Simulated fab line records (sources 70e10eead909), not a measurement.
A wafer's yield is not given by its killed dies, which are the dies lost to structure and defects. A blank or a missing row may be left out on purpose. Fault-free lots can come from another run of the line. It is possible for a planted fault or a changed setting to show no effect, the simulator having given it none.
fab line records	flow nandHarc
record lots=15	wafers=45	lastDay=24
route steps=1159 shown P_ZERO_WELL@13 P_STI@96
lots that met no fault: taken from a fault-free run of the same line
startH: hours from the record's opening day to when the first of the lot's shown wafers began	waitH: how many hours have passed since the lot's step before this one	" as in the row above	L1.1+2: one row covering several wafers at once	- no value, or no start was given	* or withheld: withheld	< > ~ a bound
route shown NAME@n: names a module that has steps shown in the file, with the first one's number in the route	usual: average and standard deviation across the fault-free wafers	same: alike in all rows	chamber/n: place in a boat	sites: the reading at each site	_std_site: the values' standard deviation	_edge_site: outer sites' mean less inner sites'	radiusMm: for every site, how far away it sits from the centre of the wafer	mask NAME#n: copy n	behind: the last tool/chamber to shape the wafer	hold: why the lot was held/for how many hours/how that ended	device: whichever transistor did not switch (one of n, p or np)	end of line: the same wafers' tests at the end of the route	step lacking rows: just its recipe	killed: count of dies lost to structure and defects at first sort (not the wafer's yield)	map: a wafer's dies, marking killed ones x, the rest . and places with no die _
set.NAME: the setting as run; set.NAME@STEP: as run at that earlier step	model.NAME: the simulator's own value behind a step, which no gauge read
one table for each step of the route and one row for each wafer, over a sample of lots
services: when a tool's chamber went out of use (startH, in hours from the record's first day, below 0 if earlier), for how many hours, and the reason
## steps
# step NHARC_P_ZERO_WELL_DEVELOP_10
# recipe timeS=50	devTempC=22
# usual chillPlateTempC=23.00/0.11	developerTempC=22.00/0.1
lot.wafer	tool	chamber	startH	waitH	chillPlateTempC	developerTempC
L936.1	lithoTrack-03	0	19	-	22.92	21.90
L936.2	"	0	"	"	22.92	22.03
L936.4	"	0	"	"	23.09	21.93
L937.1	lithoTrack-03	-	25	-	-	-
L937.3	"	-	"	"	-	-
L937.6	"	-	"	"	-	-
L938.3	lithoTrack-07	-	31	-	-	-
L938.4	"	-	"	"	-	-
L938.6	"	-	"	"	-	-
L939.2	lithoTrack-07	-	37	-	-	-
L939.3	"	-	"	"	-	-
L939.6	"	-	"	"	-	-
L946.1	lithoTrack-02	0	79	-	23.11	21.92
L946.3	"	0	"	"	23.21	21.90
L946.4	"	0	"	"	23.06	21.88
L947.1	lithoTrack-07	0	85	-	22.98	22.16
L947.2	"	0	"	"	22.97	21.98
L947.3	"	0	"	"	22.81	22.04
L948.4	lithoTrack-03	0	91	-	23.05	22.03
L948.5	"	0	"	"	23.07	21.95
L948.6	"	0	"	"	23.10	22.01
L950.2	lithoTrack-07	0	103	-	23.07	22.03
L950.3	"	0	"	"	22.93	22.15
L950.6	"	0	"	"	23.15	21.83
L952.2	lithoTrack-03	0	115	-	22.81	21.91
L952.4	"	0	"	"	22.83	22.02
L952.6	"	0	"	"	22.87	21.95
L953.1	lithoTrack-07	0	121	-	23.21	22.02
L953.2	"	0	"	"	22.93	21.80
L953.3	"	0	"	"	23.03	22.02
L954.2	lithoTrack-07	0	127	-	23.03	22.00
L954.5	"	0	"	"	23.15	22.21
L954.6	"	0	"	"	22.94	21.79
L955.4	lithoTrack-07	0	133	-	23.13	22.06
L955.5	"	0	"	"	23.18	22.11
L955.6	"	0	"	"	23.20	22.05
L956.1	lithoTrack-03	0	139	-	23.05	22.10
L956.2	"	0	"	"	23.11	22.01
L956.5	"	0	"	"	22.98	22.08
L957.4	lithoTrack-02	0	145	-	23.10	22.10
L957.5	"	0	"	"	23.04	22.10
L957.6	"	0	"	"	23.03	22.08
L958.1	lithoTrack-03	0	151	-	22.96	21.82
L958.4	"	0	"	"	22.82	21.94
L958.6	"	0	"	"	22.81	22.02
# step NHARC_P_ZERO_WELL_DESCUM_13
# recipe timeS=3	o2FlowSccm=200	arFlowSccm=0	biasPowerW=0	chemistry=O2
# usual drypumpMotorCurrentA=5.6/0.42	mfcArSccm=0.005/0.0078	o2FlowSccm=200.0/0.58	oesProductAu=0.999/0.012	rfVppV=57.8/0.87	showerheadPlenumPTorr=1.91/0.068	throttleValvePct=11.312/0.0087
lot.wafer	tool	chamber	startH	waitH	drypumpMotorCurrentA	mfcArSccm	o2FlowSccm	oesProductAu	rfHoursCounterH	rfVppV	showerheadPlenumPTorr	throttleValvePct
L936.4	rieDiel-01	1	19.39	-	5.6	0.003	199.7	1.001	2	57.4	1.82	11.311
L936.1	"	2	"	"	6.2	0	199.9	1.019	2	57.5	1.98	11.323
L936.2	"	3	"	"	5.4	0	201.7	1.000	2	58.8	1.92	11.303
L937.1	rieDiel-13	0	25.30	-	5.3	0.023	199.7	1.003	5	58.0	1.97	11.309
L937.3	"	2	"	"	5.4	0	201.0	0.990	6	58.2	1.98	11.317
L937.6	"	3	"	"	5.9	0	199.4	0.999	-	57.3	1.82	11.317
L938.3	rieDiel-05	0	31.39	-	5.3	0	200.1	0.990	2	58.7	2.03	11.305
L938.4	"	2	"	"	6.2	0.013	199.7	0.978	2	57.9	1.89	11.286
L938.6	"	0	"	"	5.3	0	199.6	1.000	-	56.9	2.03	11.315
L939.3	rieDiel-01	0	37.39	-	5.2	0	201.1	0.989	3	57.7	1.82	11.305
L939.2	"	2	"	"	6.2	0	200.3	1.022	4	58.2	1.98	11.303
L939.6	"	0	"	"	5.2	0	201.1	0.991	-	57.6	1.82	11.301
L946.1	rieDiel-01	2	79.40	-	6.2	0	201.0	1.018	7	58.6	1.98	11.314
L946.3	"	0	"	"	5.1	0	201.1	0.988	7	56.6	1.82	11.300
L946.4	"	1	"	"	5.6	0.003	199.3	1.008	6	58.0	1.82	11.315
L947.3	rieDiel-05	3	85.27	-	6.0	0	200.4	0.996	6	57.6	1.87	11.301
L947.1	"	0	"	"	5.2	0	200.0	0.982	5	58.8	2.02	11.294
L947.2	"	2	"	"	6.2	0.013	199.7	0.986	5	56.2	1.89	11.318
L948.4	rieDiel-13	1	91.32	-	4.8	0.016	201.0	1.027	-	58.7	1.93	11.320
L948.5	"	2	"	"	5.5	0	199.3	0.997	-	56.9	1.98	11.323
L948.6	"	0	"	"	5.3	0.023	200.7	0.994	-	58.1	1.97	11.311
L950.3	rieDiel-01	2	103.42	-	6.2	0	199.8	1.008	9	58.1	1.98	11.315
L950.2	"	3	"	"	5.4	0	200.0	0.999	8	58.9	1.92	11.305
L950.6	"	0	"	"	5.2	0	199.2	0.993	-	57.2	1.81	11.318
L952.2	rieDiel-13	0	115.71	-	5.4	0.023	200.0	0.994	0	58.5	1.97	11.306
L952.4	"	2	"	"	5.4	0	199.8	0.980	0	56.8	1.98	11.311
L952.6	"	1	"	"	4.8	0.016	199.8	1.023	-	58.2	1.93	11.309
L953.1	rieDiel-05	2	121.41	-	6.2	0.013	199.7	0.989	9	58.4	1.89	11.312
L953.2	"	0	"	"	5.3	0	199.6	1.008	8	56.6	2.02	11.316
L953.3	"	1	"	"	5.5	0.002	200.6	0.988	8	55.8	1.86	11.306
L954.2	rieDiel-13	3	127.42	-	5.9	0	200.5	1.010	1	58.5	1.81	11.330
L954.5	"	0	"	"	5.4	0.023	200.0	0.993	-	57.8	1.97	11.315
L954.6	"	1	"	"	4.8	0.016	200.0	1.011	-	57.0	1.93	11.312
L955.4	rieDiel-01	3	133.46	-	5.4	0	199.6	1.005	-	59.1	1.92	11.299
L955.6	"	0	"	"	5.2	0	200.0	0.986	-	58.4	1.81	11.304
L955.5	"	1	"	"	5.6	0.003	199.9	1.005	-	58.0	1.82	11.313
L956.2	rieDiel-05	1	139.79	-	5.5	0.002	199.5	0.988	10	57.1	1.86	11.318
L956.1	"	0	"	"	5.2	0	200.3	1.005	10	57.1	2.02	11.298
L956.5	"	1	"	"	5.5	0.002	199.5	0.985	-	58.5	1.86	11.325
L957.4	rieDiel-13	2	145.39	-	5.4	0	200.7	0.993	2	57.6	1.98	11.305
L957.6	"	2	"	"	5.4	0	201.0	0.979	-	58.5	1.98	11.314
L957.5	"	3	"	"	5.9	0	200.8	1.004	-	57.6	1.81	11.310
L958.4	rieDiel-05	1	151.40	-	5.5	0.002	198.7	0.988	10	57.5	1.86	11.299
L958.1	"	3	"	"	6.0	0	200.2	1.003	12	56.7	1.87	11.300
L958.6	"	1	"	"	5.5	0.002	199.0	1.004	-	58.6	1.86	11.322
# step NHARC_P_STI_OCD_MEAS_43
# usual trenchDepthNm=299/7.8	trenchFootCdNm=160/3.3
lot.wafer	tool	chamber	startH	waitH	trenchDepthNm	trenchFootCdNm
L936.1	ocd-02	-	38.88	-	309	159
L936.2	"	-	"	"	304	158
L936.4	"	-	"	"	297	162
L946.1	ocd-02	-	103.49	-	299	159
L946.3	"	-	"	"	301	158
L946.4	"	-	"	"	313	156
L947.1	ocd-02	-	109.91	-	294	164
L947.2	"	-	"	"	283	165
L947.3	"	-	"	"	305	161
L948.4	ocd-02	-	115.50	-	285	161
L948.5	"	-	"	"	286	156
L948.6	"	-	"	"	297	153
L950.2	ocd-01	-	127.81	-	297	159
L950.3	"	-	"	"	291	159
L950.6	"	-	"	"	289	157
L952.2	ocd-02	-	140.91	-	291	156
L952.4	"	-	"	"	299	160
L952.6	"	-	"	"	292	166
L953.1	ocd-01	-	141.00	-	296	159
L953.2	"	-	"	"	304	160
L953.3	"	-	"	"	290	161
L954.2	ocd-01	-	150.41	-	298	165
L954.5	"	-	"	"	305	165
L954.6	"	-	"	"	298	166
L955.4	ocd-01	-	159.08	-	301	160
L955.5	"	-	"	"	302	161
L955.6	"	-	"	"	299	161
L956.1	ocd-01	-	164.69	-	296	159
L956.2	"	-	"	"	280	165
L956.5	"	-	"	"	289	165
L957.4	ocd-02	-	171.02	-	291	162
L957.5	"	-	"	"	296	162
L957.6	"	-	"	"	292	159
L958.1	ocd-01	-	171.16	-	299	163
L958.4	"	-	"	"	303	165
L958.6	"	-	"	"	306	161
# step NHARC_P_STI_CMP_21
# recipe tOverpolishS=20	targetThkNm=380.67
# usual motorCurrentA=12.0/1.2	overpolishRunS=20.000/0.0093
# same tOverpolishS=20
lot.wafer	tool	chamber	startH	waitH	motorCurrentA	overpolishRunS
L936.2	cmp-03	2	56.35	0.4	10.8	19.991
L936.1	"	0	"	"	12.8	20.001
L936.4	"	1	"	"	14.0	20.008
L947.3	cmp-04	1	136.08	0.4	10.3	20.015
L947.1	"	2	"	"	12.4	19.993
L947.2	"	0	"	"	12.7	19.983
L946.4	cmp-01	1	136.11	0.4	11.5	19.985
L946.1	"	2	"	"	12.2	19.991
L946.3	"	3	"	"	10.2	19.995
L948.4	cmp-03	2	136.23	0.5	11.0	20.012
L948.6	"	2	"	"	10.7	19.998
L948.5	"	3	"	"	12.8	20.002
L950.2	cmp-03	2	145.82	0.4	11.5	20.006
L950.3	"	3	"	"	13.4	20.000
L950.6	"	2	"	"	10.7	19.977
L952.2	cmp-04	0	158.85	0.4	12.6	19.990
L952.4	"	2	"	"	13.0	19.987
L952.6	"	0	"	"	12.3	19.995
L953.3	cmp-04	0	158.97	0.5	12.0	20.004
L953.2	"	1	"	"	10.4	19.997
L953.1	"	2	"	"	13.3	19.999
L954.2	cmp-04	2	167.98	0.4	12.4	19.995
L954.5	"	2	"	"	13.5	20.002
L954.6	"	3	"	"	11.4	19.988
L955.4	cmp-04	2	176.57	0.4	13.3	20.002
L955.6	"	2	"	"	13.0	20.006
L955.5	"	3	"	"	11.8	20.001
L956.2	cmp-04	0	182.29	0.4	12.8	19.994
L956.1	"	2	"	"	12.3	20.006
L956.5	"	1	"	"	9.9	19.987
L958.4	cmp-03	3	190.07	0.4	13.1	19.992
L958.1	"	0	"	"	12.8	20.009
L958.6	"	0	"	"	12.3	20.004
L957.4	cmp-04	0	190.14	0.4	12.2	19.995
L957.6	"	1	"	"	9.7	20.019
L957.5	"	2	"	"	12.7	19.996
## services
tool	chamber	startH	hours	kind
cmp-03	-	2.29	4.6	repair
cmp-04	-	5.55	0.6	repair
cmp-04	-	7.00	4.0	pm
lithoTrack-07	-	14.00	7.0	pm
rieDiel-01	3	37.19	8.3	repair
lithoTrack-03	-	38.00	7.0	pm
rieDiel-05	2	54.48	1.3	repair
rieDiel-01	-	54.83	0.2	repair
rieDiel-05	0	55.21	6.9	repair
cmp-03	-	58.00	4.0	pm
cmp-03	-	62.65	4.0	repair
rieDiel-01	1	66.00	7.6	repair
rieDiel-13	1	73.78	11.3	repair
cmp-04	-	78.85	0.9	repair
rieDiel-13	3	88.34	9.8	repair
cmp-04	-	90.91	6.2	repair
rieDiel-05	0	96.03	2.9	repair
rieDiel-13	-	99.00	9.0	pm
cmp-04	-	105.00	4.0	pm
rieDiel-01	2	129.31	4.3	repair
rieDiel-01	-	137.82	9.0	pm
cmp-04	-	147.09	1.5	repair
rieDiel-05	-	163.60	9.0	pm
lithoTrack-07	-	189.00	7.0	pm
## key
firstSign step=NHARC_P_ZERO_WELL_DEVELOP_10	reading=toolRecord	direction=missing
effect none on later readings
metAt NHARC_P_ZERO_WELL_DEVELOP_10
struckLots L937,L938,L939
laterRowsLeftOut L937.1,L937.3,L937.6,L938.3,L938.4,L938.6,L939.2,L939.3,L939.6
sortLeftOut L937.1,L937.3,L937.6,L938.3,L938.4,L938.6,L939.2,L939.3,L939.6
testerLeftOut L937,L938,L939
notActingAt NHARC_P_ZERO_WELL_DESCUM_13,NHARC_P_STI_OCD_MEAS_43,NHARC_P_STI_CMP_21
onsetBetween 19 25
fault kind=skippedStepWhole	tool=lithoTrack-03,lithoTrack-07	chamber=-	onsetH=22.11	steps=NHARC_P_ZERO_WELL_DEVELOP_10	scope=struckLotsOnly
# testerLeftOut: of these lots the tester's yield and bins aren't shown, on N5 and GAA mostly nor the transistor test; their killed dies are dies lost to structure and defects alone, not to doping, threshold or leakage, so they don't give the yield
# sortLeftOut: the simulated sort isn't trusted on such a fault, so these wafers' sort isn't shown, and their yield isn't known
# laterRowsLeftOut: the simulator's readings of these wafers behind a module that went badly wrong aren't trusted and aren't shown, but for the sort
